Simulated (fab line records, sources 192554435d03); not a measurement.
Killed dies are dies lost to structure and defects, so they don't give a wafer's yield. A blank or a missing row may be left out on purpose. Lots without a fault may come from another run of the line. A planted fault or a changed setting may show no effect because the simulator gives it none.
Chamber matching | flow n5_finfet | N5_SPACER0_ALD_07 on ald_sin-02: 4 sister chambers
The step deposits SiNx, target thk 2 nm. 8 wafers are shown with their chamber, then 12 later ones without.

WAFERS WITH THEIR CHAMBER
wafer  | chamber | heater_power_w (W) | susceptor_temp_C (C)
L081.4 | 0       | 999                | 399.84
L081.5 | 0       | 1004               | 399.81
L082.1 | 3       | 943                | 400.24
L082.3 | 1       | 840                | 400.30
L082.5 | 2       | 880                | 400.09
L083.1 | 3       | 921                | 400.31
L083.3 | 1       | 865                | 399.73
L083.4 | 2       | 889                | 399.93

WAFERS WITHOUT THEIR CHAMBER
wafer  | heater_power_w (W) | susceptor_temp_C (C)
L087.3 | 894                | 400.26
L087.4 | 997                | 399.89
L087.5 | 904                | 400.39
L091.1 | 872                | 400.15
L091.2 | 891                | 399.96
L091.3 | 1009               | 400.06
L095.2 | 877                | 399.80
L095.3 | 1004               | 400.11
L095.4 | 897                | 399.84
L096.1 | 916                | 400.30
L096.2 | 942                | 399.71
L096.4 | 1007               | 400.34

WHICH CHAMBER EACH WENT THROUGH
wafer  | from the rows above     | in truth
L087.3 | can't be placed: 2 or 3 | 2
L087.4 | 0                       | 0
L087.5 | can't be placed: 3 or 2 | 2
L091.1 | can't be placed: 2 or 1 | 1
L091.2 | 2                       | 2
L091.3 | 0                       | 0
L095.2 | can't be placed: 2 or 1 | 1
L095.3 | 0                       | 0
L095.4 | 2                       | 2
L096.1 | can't be placed: 3 or 2 | 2
L096.2 | 3                       | 3
L096.4 | 0                       | 0
Placed correctly: 7 of 12. Can't be placed from these rows: 5 (the true chamber is among the candidates in 5). Placed wrongly: 0.
How it was worked out, from the rows above alone: a wafer's distance from a chamber is the root of the sum, over the readings, of the square of ((its reading less the chamber's mean) divided by the reading's scatter). The wafer belongs to the nearest chamber; if the next one is less than 2 further off, it can't be placed. A chamber's mean is the mean of its shown wafers. The scatter: the root of (the sum of the squares of (reading less its chamber's mean) over the shown wafers, divided by (wafers less chambers)).
